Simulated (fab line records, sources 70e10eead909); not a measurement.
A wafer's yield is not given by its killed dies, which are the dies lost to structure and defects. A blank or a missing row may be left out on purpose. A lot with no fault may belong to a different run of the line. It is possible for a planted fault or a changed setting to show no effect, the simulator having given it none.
Comparing a struck lot with a sound one -- flow nand-harc -- 15 out of 1159 route steps
Sound: these wafers, L504.1, L504.4, L504.6. Struck: wafer L520.6 (left out: L520.3, L520.5 of the same lot, which were not struck); the cause appears at the end.
Each step with rows lists, per side, the tool, then ch with its chambers, then its first start. Under that, the readings that differ: sound wafers -- struck wafers -- difference of the means -- sigmas: that difference in standard deviations of wafers without a fault.
alike: a reading whose means differ by less than 2 such deviations, as well as words and numbers matching on both sides. not compared: withheld readings; readings where some wafer has no value; bounds like >300 that might hide an equal value; numbers whose values overlap and for which the record gives no deviation.
The two part at a step that has a row with sigmas, a row that says differs or no value, or rows on one side only. When numbers do not overlap yet have no deviation, they are printed without sigmas and do not part them. A reading missing from all wafers of one side parts the sides only when that side holds two or more wafers.

first, 7 steps without rows for these wafers: NHARC_A_CONTACT_COAT_62 (time 65 s); NHARC_A_CONTACT_COAT_63 (resist thk 90 nm); NHARC_A_CONTACT_SOFTBAKE_64 (time 55 s); NHARC_A_CONTACT_EBR_65; NHARC_A_CONTACT_EXPOSE_66 (exposes mask A CC 2); NHARC_A_CONTACT_PEB_67 (peb time 65 s); NHARC_A_CONTACT_DEVELOP_68 (develop time 35 s).
NHARC_A_CONTACT_CD_MEAS_69: the cd target is 200 nm.
  sound on cd-sem-03 ch 0, day 18 08:25; struck on cd-sem-03 ch 0, day 22 05:29
  alike: cd-nm
NHARC_A_CONTACT_OVL_MEAS_70:
  sound: overlay-02 at day 18 08:29; struck: overlay-02 at day 22 05:34
  alike: overlay-x-nm, overlay-y-nm
NHARC_A_CONTACT_INSPECT_71:
  sound: defect-inspect-02 at day 18 08:32; struck: defect-inspect-02 at day 22 05:36
  alike: raw-defect-count
NHARC_A_CONTACT_DESCUM_74: chemistry O2, time 3 s.
  sound on rie-diel-04 ch 0,1, day 18 08:35; struck on rie-diel-04 ch 2, day 22 05:40
  alike: drypump-motor-current-A, mfc-ar-sccm, oes-product-au, rf-vpp-V, showerhead-plenum-p-Torr, throttle-valve-pct
  not compared: rf-hours-counter-h
NHARC_A_CONTACT_ETCH_75: etches the open film in CF4, target depth 39 nm, time 65 s.
  sound on rie-diel-04 ch 0,1,3, day 18 08:41; struck on rie-diel-04 ch 0, day 22 05:46
  alike: bias-w, drypump-motor-current-A, mfc-ar-sccm, oes-product-au, rf-vpp-V, run-length-s, showerhead-plenum-p-Torr, throttle-valve-pct
  not compared: rf-hours-counter-h
NHARC_A_CONTACT_ETCH_76: etches the open film in N2/H2, target depth 260 nm, time 475.3 s.
  sound on rie-diel-04 ch 0,2,3, day 18 08:48; struck on rie-diel-04 ch 0, day 22 05:54
reading,sound,struck,difference,sigmas
run-length-s (s),496.5 496.0 496.2,363.4,-132.8,-99 or more
throttle-valve-pct (%),14.188 14.174 14.171,14.161,-0.017,-2
  alike: drypump-motor-current-A, mfc-ar-sccm, oes-product-au, rf-vpp-V, showerhead-plenum-p-Torr
  not compared: bias-w, rf-hours-counter-h
NHARC_A_CONTACT_ETCH_77: etches the open film in CF4/CHF3, target depth 72.6 nm, time 36.3 s.
  sound: rie-diel-04 ch 1,2; struck: rie-diel-04 ch 3
  alike: bias-w, drypump-motor-current-A, mfc-ar-sccm, oes-product-au, rf-vpp-V, run-length-s, showerhead-plenum-p-Torr, throttle-valve-pct
  not compared: rf-hours-counter-h
-- record jumps: 3 days between struck wafers' starts before vs after; left off in module A_CONTACT, resumes in module END, first step shown is number 1159 of the route --
NHARC_END_SORT_01:
  the record has rows for the struck wafers here (prober-02 ch 0, day 25 09:44) and none for the sound ones

## WHERE THEY PART
Last at NHARC_END_SORT_01 as far as this record goes, first at NHARC_A_CONTACT_ETCH_76.

WHY: what had been put in by the simulator
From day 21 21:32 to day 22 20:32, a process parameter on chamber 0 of rie-diel-04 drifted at NHARC_A_CONTACT_ETCH_76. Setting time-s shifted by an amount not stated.
